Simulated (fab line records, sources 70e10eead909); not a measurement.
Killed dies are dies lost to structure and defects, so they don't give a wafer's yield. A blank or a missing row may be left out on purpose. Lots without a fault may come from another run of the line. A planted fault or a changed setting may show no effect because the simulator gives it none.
Chamber matching | flow nand_harc | NHARC_P_M1_STRIP_18 on rie_diel-07: 4 sister chambers
The step strips in N2/H2. 22 wafers are shown with their chamber, then 11 later ones without.

WAFERS WITH THEIR CHAMBER
wafer  | chamber | drypump_motor_current_A (A) | oes_product_au (a.u.) | n2_flow_sccm (sccm)
L074.1 | 2       | 6.1                         | 0.998                 | 149.5
L074.2 | 3       | 6.3                         | 1.002                 | 150.1
L074.6 | 0       | 5.7                         | 1.004                 | 150.1
L075.2 | 0       | 5.6                         | 1.000                 | 149.8
L075.4 | 2       | 6.1                         | 0.992                 | 149.8
L075.5 | 0       | 5.6                         | 1.004                 | 149.8
L077.2 | 1       | 6.0                         | 1.016                 | 150.1
L077.4 | 3       | 6.3                         | 1.014                 | 150.1
L077.6 | 0       | 5.6                         | 1.002                 | 149.9
L080.1 | 2       | 6.1                         | 0.982                 | 150.3
L080.5 | 0       | 5.6                         | 0.995                 | 149.8
L080.6 | 1       | 6.0                         | 0.999                 | 150.5
L081.2 | 1       | 5.9                         | 1.008                 | 150.6
L081.4 | 3       | 6.3                         | 1.004                 | 150.2
L081.5 | 0       | 5.6                         | 0.996                 | 150.5
L086.1 | 2       | 6.1                         | 0.985                 | 150.6
L086.2 | 3       | 6.3                         | 1.019                 | 149.1
L086.4 | 0       | 5.6                         | 0.998                 | 150.5
L088.1 | 1       | 6.0                         | 1.000                 | 150.4
L088.3 | 0       | 5.6                         | 0.985                 | 149.4
L088.4 | 3       | 6.3                         | 1.013                 | 150.0
L090.1 | 3       | 6.3                         | 1.000                 | 150.4

SIGNATURES (means of the wafers above)
reading                 | chamber 0 | chamber 1 | chamber 2 | chamber 3 | scatter within a chamber
drypump_motor_current_A | 5.612     | 5.975     | 6.100     | 6.300     | 0.03
oes_product_au          | 0.99800   | 1.00575   | 0.98925   | 1.00867   | 0.00712
n2_flow_sccm            | 149.975   | 150.400   | 150.050   | 149.983   | 0.401
Rule: a wafer's distance from a chamber is the root of the sum, over the readings, of the square of ((its reading less the chamber's mean) divided by the reading's scatter). The wafer belongs to the nearest chamber; if the next one is less than 2 further off, it can't be placed. The scatter: the root of (the sum of the squares of (reading less its chamber's mean) over the shown wafers, divided by (wafers less chambers)).

WAFERS WITHOUT THEIR CHAMBER
wafer  | drypump_motor_current_A (A) | oes_product_au (a.u.) | n2_flow_sccm (sccm)
L090.2 | 5.6                         | 0.995                 | 150.0
L090.4 | 6.1                         | 0.989                 | 149.9
L091.1 | 5.6                         | 1.000                 | 149.6
L091.3 | 6.0                         | 1.018                 | 150.1
L091.5 | 5.6                         | 1.000                 | 150.1
L094.1 | 6.1                         | 1.009                 | 150.2
L094.3 | 6.3                         | 0.994                 | 150.1
L094.5 | 6.3                         | 0.995                 | 148.9
L095.1 | 5.9                         | 1.002                 | 149.2
L095.4 | 6.1                         | 1.002                 | 150.8
L095.6 | 6.3                         | 1.001                 | 150.7

WHICH CHAMBER EACH WENT THROUGH
wafer  | from the rows above     | in truth
L090.2 | 0                       | 0
L090.4 | 2                       | 2
L091.1 | 0                       | 0
L091.3 | 1                       | 1
L091.5 | 0                       | 0
L094.1 | can't be placed: 2 or 1 | 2
L094.3 | 3                       | 3
L094.5 | 3                       | 3
L095.1 | 1                       | 1
L095.4 | can't be placed: 2 or 1 | 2
L095.6 | 3                       | 3
Placed correctly: 9 of 11. Can't be placed from these rows: 2 (the true chamber is among the candidates in 2). Placed wrongly: 0.
